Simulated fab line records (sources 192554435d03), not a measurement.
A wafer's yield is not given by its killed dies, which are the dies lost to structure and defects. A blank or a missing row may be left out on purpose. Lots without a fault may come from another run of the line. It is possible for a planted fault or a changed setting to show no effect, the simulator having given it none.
Matching of chambers	flow n5-finfet	N5_FIN_CUT_CUT_ETCH_26 on rie-diel-05: 4 sister chambers
The step etches SiNx in CH3F/O2, target depth 39 nm, time 55.7 s. 8 wafers are shown with their chamber, then 7 later ones without.

== EACH WAFER AND ITS CHAMBER ==
wafer	chamber	drypump-motor-current-A (A)	throttle-valve-pct (%)
L087.5	0	6.1	16.17
L088.3	1	5.8	16.36
L088.6	0	6.1	16.18
L091.2	2	5.1	16.11
L091.3	3	5.1	16.18
L091.5	2	5.1	16.09
L092.2	3	5.2	16.17
L092.4	1	5.8	16.39

== WAFERS MISSING THEIR CHAMBER ==
wafer	drypump-motor-current-A (A)	throttle-valve-pct (%)
L092.5	6.0	16.17
L094.2	5.1	16.12
L094.4	6.1	16.21
L094.6	5.2	16.18
L096.2	5.8	16.41
L096.4	6.0	16.20
L096.6	5.1	16.10

== CHAMBER TAKEN BY EACH ==
wafer	from the rows above	in truth
L092.5	0	0
L094.2	2	2
L094.4	0	0
L094.6	3	3
L096.2	1	1
L096.4	0	0
L096.6	2	2
Correct placement for 7 of the 7. From these rows, 0 cannot be placed. Number placed wrongly: 0.
How it was worked out, from the rows above alone: a wafer's distance from a chamber is the root of the sum, over the readings, of the square of ((its reading less the chamber's mean) divided by the reading's scatter). If the next closest chamber is less than 2 further off than the closest, the wafer can't be placed; otherwise it belongs to the closest. The mean given for a chamber averages the wafers shown for that chamber. How the scatter is found: for the shown wafers, subtract from each reading the mean of its chamber, square and add these, divide the total by (wafers less chambers), then take the root.
